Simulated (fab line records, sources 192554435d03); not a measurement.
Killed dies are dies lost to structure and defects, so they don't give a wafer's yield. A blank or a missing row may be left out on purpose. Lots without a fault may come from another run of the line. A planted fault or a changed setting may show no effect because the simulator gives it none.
Split-lot experiment | flow n5_finfet | 7 lots, 21 wafers read, on a route of 1938 steps

THE SPLIT
At N5_SD_EPI_P_PEB_07 (peb time 60 s), the setting peb_time_s was moved away from the recipe's 60 s on 8 of the 21 wafers read, by -6.4% to +9.1%. The other wafers ran this setting at the recipe's value.

FROM THE SPLIT TO THE READING: what the file shows between them, 1 step
- N5_SD_EPI_P_DEVELOP_08: develop time 30 s

THE READING
cd_nm, in nm, at N5_SD_EPI_P_CD_MEAS_09 (target cd 240 nm). Fault-free wafers of this fab line usually give 239.9 nm, standard deviation 0.74 nm.

wafer  | tool, chamber at the split | peb_time_s as run, s | against the recipe | cd_nm, nm | against lot-mates on the recipe
L076.1 | litho_track-03, 0          | 60                   | recipe             | 240.2     | -
L076.5 | litho_track-03, 0          | 65.48                | +9.1%              | 242.8     | +2.6
L076.6 | litho_track-03, 0          | 65.48                | +9.1%              | 243.1     | +2.9
L080.1 | litho_track-03, 0          | 60                   | recipe             | 240.5     | -
L080.2 | litho_track-03, 0          | 60                   | recipe             | 239.9     | -
L080.6 | litho_track-03, 0          | 60                   | recipe             | 239.0     | -
L086.3 | litho_track-01, 0          | 60                   | recipe             | 239.9     | -
L086.4 | litho_track-01, 0          | 65.14                | +8.6%              | 242.6     | +2.7
L086.5 | litho_track-01, 0          | 65.14                | +8.6%              | 242.3     | +2.4
L091.1 | litho_track-03, 0          | 56.18                | -6.4%              | 236.9     | -2.1
L091.3 | litho_track-03, 0          | 60                   | recipe             | 239.0     | -
L091.5 | litho_track-03, 0          | 56.18                | -6.4%              | 237.4     | -1.6
L093.1 | litho_track-02, 0          | 60                   | recipe             | 240.3     | -
L093.4 | litho_track-02, 0          | 60                   | recipe             | 240.4     | -
L093.5 | litho_track-02, 0          | 60                   | recipe             | 239.9     | -
L096.1 | litho_track-02, 0          | 60                   | recipe             | 240.5     | -
L096.5 | litho_track-02, 0          | 64.42                | +7.4%              | 242.8     | +2.3
L096.6 | litho_track-02, 0          | 64.42                | +7.4%              | 242.7     | +2.2
L097.2 | litho_track-03, 0          | 60                   | recipe             | 239.4     | -
L097.5 | litho_track-03, 0          | 60                   | recipe             | 238.3     | -
L097.6 | litho_track-03, 0          | 60                   | recipe             | 239.5     | -

THE FIT
A straight line over all 21 wafers: cd_nm changes by +0.365 nm for each +1% of peb_time_s; r = +0.95; the points scatter about the line by 0.58 nm.
The same after taking each lot's own level away (the mean of its wafers on the recipe; 21 wafers): +0.298 nm for each +1%; r = +0.97; scatter 0.36 nm.
On that fit, the largest move of peb_time_s shifts the reading by 2.7 nm.
The lots' own levels span 239.00 to 240.50 nm, that is 2.0 times the standard deviation above.
So the lot-to-lot level changes the slope: the two fits differ.
Check: with one of the wafers moved furthest among these (+9.1%) left out of the fit, the line predicts +2.77 nm for it against its lot-mates. It came out at +2.6 nm against them.

OTHER SPLITS ON THESE WAFERS
These wafers also went through other splits before the reading. Each is held against what the fit with the lots' levels taken away leaves over:
other split on the same wafers       | wafers away from the commonest value | r with cd_nm (lot level and that fit taken away)
N5_ZERO_LAYER_ETCH_18 icp_w          | 9                                    | +0.09
N5_WELL_APT_EXPOSE_05 dose_mj        | 5                                    | -0.12
N5_FIN_SAQP_ETCH_65 time_s           | 5                                    | +0.18
N5_DUMMY_GATE_DESCUM_20 time_s       | 7                                    | +0.18
N5_DUMMY_GATE_ETCH_31 target_depth_a | 7                                    | -0.01

THE WHOLE CHAIN: every reading that the file lists as answering this split, in the file's order
step                   | what it does             | reading                                                         | change (the file's fit)               | r (the file's)
N5_SD_EPI_P_CD_MEAS_09 | target cd 240 nm         | cd_nm                                                           | +0.3 nm for each +1% of the setting   | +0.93
N5_SD_EPI_P_DESCUM_14  | chemistry O2, time 7.9 s | SD_EPI_P.cd_nm (the simulator's own value, which no gauge read) | +0.301 nm for each +1% of the setting | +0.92

THE FILE'S OWN FIT
cd_nm changes by +0.3 nm for each +1% of peb_time_s, r = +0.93.
